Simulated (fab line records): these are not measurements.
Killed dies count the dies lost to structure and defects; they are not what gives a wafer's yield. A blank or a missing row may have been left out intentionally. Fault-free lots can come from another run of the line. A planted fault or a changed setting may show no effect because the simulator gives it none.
Which tool was responsible?    flow nandHarc    Sampling: 6 lots, 18 wafers, 2 of 1159 route steps

## WHAT THE GAUGES READ, wafer by wafer
NHARC_P_ZERO_WELL_CD_MEAS_24: the cd target is 720 nm.
lot   measured     on        cdNm (nm)
L520  day 1 20:39  cdSem-03  720.6 720.6 719.1
L524  day 2 20:32  cdSem-02  715.5 711.6 718.2
L526  day 3 08:30  cdSem-01  724.5 724.8 722.2
L532  day 4 20:23  cdSem-02  668.6 666.4 668.3
L538  day 6 08:20  cdSem-02  719.8 721.1 723.7
L542  day 7 08:39  cdSem-02  716.7 714.1 715.0

## EACH LOT AND THE TOOL THAT RAN IT (in order: tool; ch and the chambers of the sampled wafers; start)
lot   NHARC_P_ZERO_WELL_PEB_22
L520  lithoTrack-02 ch 0, day 1 20:34
L524  lithoTrack-05 ch 0, day 2 20:26
L526  lithoTrack-03 ch 0, day 3 08:25
L532  lithoTrack-02 ch 0, day 4 20:17
L538  lithoTrack-03 ch 0, day 6 08:14
L542  lithoTrack-05 ch 0, day 7 08:34
- NHARC_P_ZERO_WELL_PEB_22: peb time 85 s.

## THE ANSWER, worked out from the rows above alone
Rule: what is usual is taken from the lots themselves. The widest of any qualifying gaps counts: lots, ordered by their means at a reading, are off when they make up no more than a third of the lots, leave a main group of 4 or more, and stand apart from it by 3 or more times the standard deviation of that group's means. Not used: any main group whose means are identical at the precision the tables above print for the reading. A lot without any number at a reading at which 4 lots or more have one is off too. Any other lot the step has rows for is counted as sound.
Off: L532, at NHARC_P_ZERO_WELL_CD_MEAS_24 (cdNm). The main group: mean 719.2 nm, standard deviation 3.5.
If a tool, at a process step before that reading, ran all the lots that are off and no sound lot after the first of them, it fits. The gauges at NHARC_P_ZERO_WELL_CD_MEAS_24 are tried like those tools. One candidate fits, namely lithoTrack-02 at NHARC_P_ZERO_WELL_PEB_22. Its last sound lot is L520 (day 1 20:34), its first lot that is off L532 (day 4 20:17): a fault that began between those two fits.

## WHAT WAS PUT IN BY THE SIMULATOR
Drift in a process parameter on lithoTrack-02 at NHARC_P_ZERO_WELL_PEB_22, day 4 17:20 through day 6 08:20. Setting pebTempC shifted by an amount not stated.
Lots struck among those shown: L532. The rule above found the same.
